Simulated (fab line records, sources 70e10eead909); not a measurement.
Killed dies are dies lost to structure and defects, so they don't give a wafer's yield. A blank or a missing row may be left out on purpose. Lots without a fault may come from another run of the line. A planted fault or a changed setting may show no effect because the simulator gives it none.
Chamber matching | flow nand_harc | NHARC_A_BONDPAD_DEP_00 on pecvd-03: 3 sister chambers
The step deposits SiCN, target thk 250 nm. 6 wafers are shown with their chamber, then 9 later ones without.

WAFERS WITH THEIR CHAMBER
wafer  | chamber | showerhead_vpp_V (V) | heater_power_w (W)
L284.1 | 0       | 1295                 | 511
L287.4 | 2       | 1196                 | 614
L287.5 | 1       | 1319                 | 537
L290.1 | 0       | 1271                 | 482
L290.2 | 1       | 1353                 | 568
L290.3 | 2       | 1188                 | 623

WAFERS WITHOUT THEIR CHAMBER
wafer  | showerhead_vpp_V (V) | heater_power_w (W)
L291.4 | 1203                 | 562
L291.5 | 1362                 | 589
L291.6 | 1276                 | 493
L289.4 | 1305                 | 513
L289.5 | 1174                 | 526
L289.6 | 1338                 | 575
L295.2 | 1335                 | 565
L295.4 | 1339                 | 581
L295.6 | 1181                 | 497

WHICH CHAMBER EACH WENT THROUGH
wafer  | from the rows above     | in truth
L291.4 | 2                       | 2
L291.5 | 1                       | 1
L291.6 | 0                       | 0
L289.4 | can't be placed: 0 or 1 | 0
L289.5 | can't be placed: 2 or 0 | 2
L289.6 | 1                       | 1
L295.2 | 1                       | 1
L295.4 | 1                       | 1
L295.6 | can't be placed: 0 or 2 | 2
Placed correctly: 6 of 9. Can't be placed from these rows: 3 (the true chamber is among the candidates in 3). Placed wrongly: 0.
How it was worked out, from the rows above alone: a wafer's distance from a chamber is the root of the sum, over the readings, of the square of ((its reading less the chamber's mean) divided by the reading's scatter). The wafer belongs to the nearest chamber; if the next one is less than 2 further off, it can't be placed. A chamber's mean is the mean of its shown wafers. The scatter: the root of (the sum of the squares of (reading less its chamber's mean) over the shown wafers, divided by (wafers less chambers)).
